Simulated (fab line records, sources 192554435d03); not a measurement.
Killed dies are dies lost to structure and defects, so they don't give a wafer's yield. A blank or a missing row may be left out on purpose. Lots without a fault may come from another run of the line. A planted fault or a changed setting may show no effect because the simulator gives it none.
Which tool did it? | flow n5_finfet | 11 lots, 29 wafers sampled, at 6 steps of a route of 1938

WHAT THE GAUGES READ, wafer by wafer
The record holds no reading of a measuring or inspecting step that can be judged against a usual standard deviation.

WHICH TOOL RAN EACH LOT (tool, then ch and the chambers of the sampled wafers, then the start)
lot  | N5_BEOL_M5_PECVD_70             | N5_BEOL_M5_SPUTTER_81        | N5_BEOL_M5_SPUTTER_83        | N5_BEOL_M5_CMP_52             | N5_BEOL_M5_PRE_CLEAN_77          | N5_PASSIVATION_PROBE_49
L890 | pecvd-03 ch 0,1,2, day 10 07:40 | pvd_sputter-01, day 10 13:43 | pvd_sputter-01, day 10 14:48 | cmp-01 ch 0,1,3, day 10 17:31 | cvd_co-02 ch 0,1, day 10 17:59   | -
L888 | pecvd-03 ch 1,2, day 10 09:33   | pvd_sputter-02, day 10 18:58 | pvd_sputter-02, day 10 20:03 | cmp-01 ch 1,3, day 10 22:54   | cvd_co-01 ch 0,1, day 10 23:10   | prober-01, day 15 02:25
L893 | pecvd-02 ch 0,1, day 11 18:57   | pvd_sputter-03, day 12 02:41 | pvd_sputter-03, day 12 03:46 | cmp-04 ch 0,2,3, day 12 06:29 | cvd_co-02 ch 1,2, day 12 06:47   | -
L896 | pecvd-03 ch 0,2, day 12 07:50   | pvd_sputter-02, day 12 14:34 | pvd_sputter-02, day 12 15:40 | cmp-01 ch 0,1,2, day 12 18:20 | cvd_co-02 ch 0,1, day 12 18:40   | -
L898 | pecvd-03 ch 0, day 13 13:26     | pvd_sputter-03, day 13 21:19 | pvd_sputter-03, day 13 22:23 | cmp-01 ch 0,2, day 14 01:14   | cvd_co-02 ch 0,1, day 14 01:34   | -
L903 | pecvd-02 ch 0,2, day 13 13:31   | pvd_sputter-01, day 13 22:31 | pvd_sputter-01, day 13 23:37 | cmp-02 ch 1,3, day 14 02:17   | cvd_co-02 ch 0,1,2, day 14 02:46 | -
L901 | pecvd-02 ch 0,2, day 13 14:23   | pvd_sputter-02, day 13 20:50 | pvd_sputter-02, day 13 21:55 | cmp-01 ch 1,2, day 14 00:35   | cvd_co-01 ch 1, day 14 00:55     | -
L905 | pecvd-01 ch 0,2, day 14 06:48   | pvd_sputter-01, day 14 15:26 | pvd_sputter-01, day 14 16:31 | cmp-04 ch 2, day 14 19:14     | cvd_co-02 ch 1, day 14 19:31     | prober-01, day 19 07:09
L908 | pecvd-02 ch 0,1,2, day 15 04:54 | pvd_sputter-03, day 15 11:37 | pvd_sputter-03, day 15 12:42 | cmp-02 ch 0,1,2, day 15 15:25 | cvd_co-01 ch 0,2, day 15 15:42   | -
L907 | pecvd-02 ch 0,1,2, day 15 11:34 | pvd_sputter-01, day 15 19:38 | pvd_sputter-01, day 15 20:43 | cmp-04 ch 0,2, day 15 23:25   | cvd_co-01 ch 0,2, day 15 23:45   | prober-02, day 21 08:43
L909 | pecvd-02 ch 0,2, day 15 15:28   | pvd_sputter-02, day 15 22:59 | pvd_sputter-02, day 16 00:04 | cmp-02 ch 0,1,3, day 16 02:47 | cvd_co-01 ch 0,1, day 16 03:05   | -
- N5_BEOL_M5_PECVD_70: deposits SiO2 from TEOS/O2, target thk 16 nm, time 18 s.
- N5_BEOL_M5_SPUTTER_81: material Cu, target thk 15 nm, time 27.62 s.
- N5_BEOL_M5_SPUTTER_83: material Cu, target thk 15 nm, time 27.62 s.
- N5_BEOL_M5_CMP_52: polishes, stops on SiCOH lowk, t overpolish 6.9 s, target thk 62 nm.
- N5_BEOL_M5_PRE_CLEAN_77: time 15 s.
- N5_PASSIVATION_PROBE_49

WHAT THE TOOLS THEMSELVES READ (means of the sampled wafers that have a number; where no wafer has one, the mark that the record gives instead)
N5_BEOL_M5_PECVD_70. Usual: heater_power_w 796 W, standard deviation 130; showerhead_plenum_p_Torr 8.81 Torr, standard deviation 0.049; throttle_valve_pct 22.5 %, standard deviation 1.5.
lot  | tool     | heater_power_w (W) | showerhead_plenum_p_Torr (Torr) | throttle_valve_pct (%) | flag
L890 | pecvd-03 | 891                | 8.80                            | 23.0                   |
L888 | pecvd-03 | 876                | 8.77                            | 21.7                   |
L893 | pecvd-02 | 903                | 8.81                            | 23.0                   |
L896 | pecvd-03 | 1008               | 8.76                            | 23.6                   |
L898 | pecvd-03 | 891                | 8.88                            | 26.2                   |
L903 | pecvd-02 | 969                | 8.86                            | 21.7                   |
L901 | pecvd-02 | 904                | 8.85                            | 21.4                   |
L905 | pecvd-01 | 704                | 8.78                            | 22.5                   |
L908 | pecvd-02 | 835                | 8.85                            | 22.2                   |
L907 | pecvd-02 | 798                | 8.84                            | 22.1                   |
L909 | pecvd-02 | 954                | 8.85                            | 22.1                   |

N5_BEOL_M5_SPUTTER_81. Usual: chuck_sensor_temp_C -15.8 C, standard deviation 0.51; throttle_valve_pct 29.7 %, standard deviation 0.89.
lot  | tool           | chuck_sensor_temp_C (C) | throttle_valve_pct (%) | flag
L890 | pvd_sputter-01 | -15.8                   | 28.8                   |
L888 | pvd_sputter-02 | -16.4                   | 29.6                   |
L893 | pvd_sputter-03 | -15.2                   | 29.6                   |
L896 | pvd_sputter-02 | -15.9                   | 29.5                   |
L898 | pvd_sputter-03 | -15.1                   | 30.3                   |
L903 | pvd_sputter-01 | -16.1                   | 30.7                   |
L901 | pvd_sputter-02 | -15.7                   | 30.0                   |
L905 | pvd_sputter-01 | -16.2                   | 29.4                   |
L908 | pvd_sputter-03 | -15.5                   | 29.1                   |
L907 | pvd_sputter-01 | -16.0                   | 29.3                   |
L909 | pvd_sputter-02 | -16.5                   | 29.9                   |

N5_BEOL_M5_SPUTTER_83. Usual: chuck_sensor_temp_C -15.8 C, standard deviation 0.5; throttle_valve_pct 29.7 %, standard deviation 0.9.
lot  | tool           | chuck_sensor_temp_C (C) | throttle_valve_pct (%) | flag
L890 | pvd_sputter-01 | -15.9                   | 28.5                   |
L888 | pvd_sputter-02 | -16.4                   | 29.6                   |
L893 | pvd_sputter-03 | -15.3                   | 29.9                   |
L896 | pvd_sputter-02 | -15.9                   | 29.3                   |
L898 | pvd_sputter-03 | -15.1                   | 30.4                   |
L903 | pvd_sputter-01 | -16.1                   | 30.5                   |
L901 | pvd_sputter-02 | -15.7                   | 29.9                   |
L905 | pvd_sputter-01 | -16.1                   | 29.5                   |
L908 | pvd_sputter-03 | -15.5                   | 29.2                   |
L907 | pvd_sputter-01 | -16.0                   | 29.4                   |
L909 | pvd_sputter-02 | -16.4                   | 29.9                   |

N5_BEOL_M5_CMP_52. Usual: barrier_field_endpoint_s 24.8 s, standard deviation 0.93; motor_current_A 6.1 A, standard deviation 0.73; slurry_filter_dp_kPa 13.52 kPa, standard deviation 0.13.
lot  | tool   | barrier_field_endpoint_s (s) | motor_current_A (A) | slurry_filter_dp_kPa (kPa) | flag
L890 | cmp-01 | 24.1                         | 6.0                 | 13.52                      |
L888 | cmp-01 | 24.4                         | 5.5                 | 13.36                      |
L893 | cmp-04 | 25.3                         | 6.3                 | 13.54                      |
L896 | cmp-01 | 30.4                         | 6.1                 | 13.46                      | OFF
L898 | cmp-01 | 28.7                         | 6.5                 | 13.68                      | OFF
L903 | cmp-02 | 24.4                         | 5.9                 | 13.68                      |
L901 | cmp-01 | 24.9                         | 5.8                 | 13.68                      |
L905 | cmp-04 | 26.1                         | 5.4                 | 13.50                      |
L908 | cmp-02 | 24.6                         | 6.2                 | 13.54                      |
L907 | cmp-04 | 25.1                         | 5.9                 | 13.52                      |
L909 | cmp-02 | 24.5                         | 6.8                 | 13.45                      |

N5_BEOL_M5_PRE_CLEAN_77. Usual: heater_power_w 80 W, standard deviation 15.
lot  | tool      | heater_power_w (W) | flag
L890 | cvd_co-02 | 83                 |
L888 | cvd_co-01 | 85                 |
L893 | cvd_co-02 | 74                 |
L896 | cvd_co-02 | 82                 |
L898 | cvd_co-02 | 86                 |
L903 | cvd_co-02 | 77                 |
L901 | cvd_co-01 | 107                |
L905 | cvd_co-02 | 79                 |
L908 | cvd_co-01 | 73                 |
L907 | cvd_co-01 | 73                 |
L909 | cvd_co-01 | 92                 |

N5_PASSIVATION_PROBE_49. Usual: defect_limited_yield 91.2 %, standard deviation 1.5; killed_at_M0_to_M3 36, standard deviation 10; killed_at_M4_up 14, standard deviation 5.2; killed_at_contacts 12, standard deviation 6; killed_at_front_end 37, standard deviation 10; killed_at_other 4, standard deviation 3.3; killed_dies 104, standard deviation 18; killed_open 68, standard deviation 14; killed_short 34, standard deviation 7.4; sort_bin_4_leakage 0.01 %, standard deviation 0.04; sort_bin_5_function 5.2 %, standard deviation 1; sort_bin_6_memory 3.3 %, standard deviation 0.7; sort_bin_8_speed 0.01 %, standard deviation 0.045; sort_n_pass 1076, standard deviation 18; sort_yield_pct 91.2 %, standard deviation 1.5.
lot  | tool      | defect_limited_yield (%) | killed_at_M0_to_M3 | killed_at_M4_up | killed_at_contacts | killed_at_front_end | killed_at_other | killed_dies | killed_open | killed_short | sort_bin_4_leakage (%) | sort_bin_5_function (%) | sort_bin_6_memory (%) | sort_bin_8_speed (%) | sort_n_pass | sort_yield_pct (%) | flag
L888 | prober-01 | 93.9                     | 23                 | 10              | 10                 | 24                  | 4               | 72          | 48          | 24           | 0.00                   | 3.5                     | 2.3                   | 0.00                 | 1108        | 93.9               |
L905 | prober-01 | 91.3                     | 44                 | 11              | 6                  | 38                  | 4               | 102         | 60          | 42           | 0.00                   | 4.9                     | 3.5                   | 0.00                 | 1078        | 91.3               |
L907 | prober-02 | 91.0                     | 46                 | 14              | 15                 | 26                  | 6               | 106         | 67          | 38           | 0.00                   | 5.2                     | 3.3                   | 0.00                 | 1074        | 91.0               |

THE ANSWER, worked out from the rows above alone
Rule: a lot is off if the mean of its wafers that have a number lies more than 3 standard deviations from the usual mean. A lot without any number at a reading at which 4 lots or more have one is off too. The other lots that the step has rows for count as sound. The gauges are gone through in route order, then the tools' own readings, and for those a lot's mean is taken as printed above. The first step at which some lot is off is used, and at that step the reading that is off furthest; a lot without a number counts as furthest.
Off: L896, L898, at N5_BEOL_M5_CMP_52 (barrier_field_endpoint_s).
A tool fits if, at that step or a process step before it, it ran every lot that is off, and no sound lot after the first of them. One fits: pecvd-03 at N5_BEOL_M5_PECVD_70. Its last sound lot is L888 (day 10 09:33), its first lot that is off L896 (day 12 07:50): a fault that began between those two fits.
The tool's own readings at N5_BEOL_M5_PECVD_70 bear it out: on the lots that are off they differ by more than 5 times the standard deviation of the sound lots' means. throttle_valve_pct reads 24.9 % there against 22.2 % on the sound lots.

WHAT THE SIMULATOR HAD PUT IN
Process parameter drift: pecvd-03, from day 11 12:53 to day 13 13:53, at N5_BEOL_M5_PECVD_70. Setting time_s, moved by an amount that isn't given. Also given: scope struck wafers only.
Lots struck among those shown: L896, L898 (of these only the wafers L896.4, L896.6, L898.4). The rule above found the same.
